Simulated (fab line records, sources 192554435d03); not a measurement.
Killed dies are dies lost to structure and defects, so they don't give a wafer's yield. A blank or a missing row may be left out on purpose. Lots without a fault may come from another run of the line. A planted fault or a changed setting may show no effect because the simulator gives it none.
Split-lot experiment | flow n5_finfet | 7 lots, 39 wafers read, on a route of 1938 steps

THE SPLIT
At N5_HKMG_FIN_NWFM_ALD_20 (deposits TiAlC, target thk 2 nm, pulse time 3 s, purge time 2 s), the setting ald_cycles was moved away from the recipe's 7 on 12 of the 39 wafers read, by -57.1% to +42.9%. The other wafers ran this setting at the recipe's value.

The reading is taken at the split's own step.

THE READING
TiAlC_of_HKMG_FIN_NWFM_ALD_20.thk_nm (the simulator's own value, which no gauge read), in nm, at N5_HKMG_FIN_NWFM_ALD_20 (deposits TiAlC, target thk 2 nm, pulse time 3 s, purge time 2 s). The file gives no usual value for it.

wafer  | tool, chamber at the split | ald_cycles as run | against the recipe | TiAlC_of_HKMG_FIN_NWFM_ALD_20.thk_nm, nm | against lot-mates on the recipe
L074.1 | ald_metal-01, 3,2,0        | 3                 | -57.1%             | 0.8                                      | -1.2
L074.3 | ald_metal-01, 3,2,0        | 3                 | -57.1%             | 0.8                                      | -1.2
L074.6 | ald_metal-01, 3,2,0        | 3                 | -57.1%             | 0.8                                      | -1.2
L074.2 | ald_metal-01, 0,1,1        | 7                 | recipe             | 2                                        | -
L074.4 | ald_metal-01, 0,1,1        | 7                 | recipe             | 2                                        | -
L074.5 | ald_metal-01, 0,1,1        | 7                 | recipe             | 2                                        | -
L077.1 | ald_metal-02, 2,1,3,0,3,0  | 7                 | recipe             | 2                                        | -
L077.2 | ald_metal-02, 2,1,3,0,3,0  | 7                 | recipe             | 2                                        | -
L077.3 | ald_metal-02, 2,1,3,0,3,0  | 7                 | recipe             | 2                                        | -
L077.4 | ald_metal-02, 2,1,3,0,3,0  | 7                 | recipe             | 2                                        | -
L077.5 | ald_metal-02, 2,1,3,0,3,0  | 7                 | recipe             | 2                                        | -
L077.6 | ald_metal-02, 2,1,3,0,3,0  | 7                 | recipe             | 2                                        | -
L080.1 | ald_metal-04, 2,0,3        | 7                 | recipe             | 2                                        | -
L080.3 | ald_metal-04, 2,0,3        | 7                 | recipe             | 2                                        | -
L080.4 | ald_metal-04, 2,0,3        | 7                 | recipe             | 2                                        | -
L080.2 | ald_metal-04, 1,3,0        | 10                | +42.9%             | 2.8                                      | +0.8
L080.5 | ald_metal-04, 1,3,0        | 10                | +42.9%             | 2.8                                      | +0.8
L080.6 | ald_metal-04, 1,3,0        | 10                | +42.9%             | 2.8                                      | +0.8
L081.1 | ald_metal-01, 0,3,2,1,2,3  | 7                 | recipe             | 2                                        | -
L081.2 | ald_metal-01, 0,3,2,1,2,3  | 7                 | recipe             | 2                                        | -
L081.3 | ald_metal-01, 0,3,2,1,2,3  | 7                 | recipe             | 2                                        | -
L081.4 | ald_metal-01, 0,3,2,1,2,3  | 7                 | recipe             | 2                                        | -
L081.5 | ald_metal-01, 0,3,2,1,2,3  | 7                 | recipe             | 2                                        | -
L081.6 | ald_metal-01, 0,3,2,1,2,3  | 7                 | recipe             | 2                                        | -
L085.1 | ald_metal-01, 2,1,0        | 3                 | -57.1%             | 0.8                                      | -1.2
L085.4 | ald_metal-01, 2,1,0        | 3                 | -57.1%             | 0.8                                      | -1.2
L085.5 | ald_metal-01, 2,1,0        | 3                 | -57.1%             | 0.8                                      | -1.2
L085.2 | ald_metal-01, 0,3,1        | 7                 | recipe             | 2                                        | -
L085.3 | ald_metal-01, 0,3,1        | 7                 | recipe             | 2                                        | -
L085.6 | ald_metal-01, 0,3,1        | 7                 | recipe             | 2                                        | -
L095.2 | ald_metal-02, 1,3,1        | 7                 | recipe             | 2                                        | -
L095.3 | ald_metal-02, 1,3,1        | 7                 | recipe             | 2                                        | -
L095.6 | ald_metal-02, 1,3,1        | 7                 | recipe             | 2                                        | -
L097.1 | ald_metal-02, 0,3,2        | 5                 | -28.6%             | 1.4                                      | -0.6
L097.5 | ald_metal-02, 0,3,2        | 5                 | -28.6%             | 1.4                                      | -0.6
L097.6 | ald_metal-02, 0,3,2        | 5                 | -28.6%             | 1.4                                      | -0.6
L097.2 | ald_metal-02, 2,1,3        | 7                 | recipe             | 2                                        | -
L097.3 | ald_metal-02, 2,1,3        | 7                 | recipe             | 2                                        | -
L097.4 | ald_metal-02, 2,1,3        | 7                 | recipe             | 2                                        | -
Where a row lists several chambers, the file gives one row for several wafers and doesn't say which wafer went through which chamber.

THE FIT
A straight line over all 39 wafers: TiAlC_of_HKMG_FIN_NWFM_ALD_20.thk_nm changes by +0.0204 nm for each +1% of ald_cycles; r = +1.00; the points scatter about the line by 0.022 nm.
The same after taking each lot's own level away (the mean of its wafers on the recipe; 39 wafers): +0.0204 nm for each +1%; r = +1.00; scatter 0.022 nm.
On that fit, the largest move of ald_cycles shifts the reading by 1.2 nm.
The lots' own levels span 2.00 to 2.00 nm.
So the lot-to-lot level changes the slope little: the two slopes agree.
Check: with one of the wafers moved furthest among these (-57.1%) left out of the fit, the line predicts -1.17 nm for it against its lot-mates. It came out at -1.2 nm against them.

OTHER SPLITS ON THESE WAFERS
These wafers also went through other splits before the reading. Each is held against what the fit with the lots' levels taken away leaves over:
other split on the same wafers           | wafers away from the commonest value | r with TiAlC_of_HKMG_FIN_NWFM_ALD_20.thk_nm (lot level and that fit taken away)
N5_PMOS_HMC_CHANNEL_EPI_HM_DEP_34 time_s | 9                                    | +0.49
N5_FIN_SAQP_ETCH_65 time_s               | 15                                   | +0.04
N5_SD_EPI_N_EPI_21 epi_growth_time_s     | 18                                   | -0.02

THE FILE'S OWN FIT
TiAlC_of_HKMG_FIN_NWFM_ALD_20.thk_nm changes by +0.0205 nm for each +1% of ald_cycles, r = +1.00.
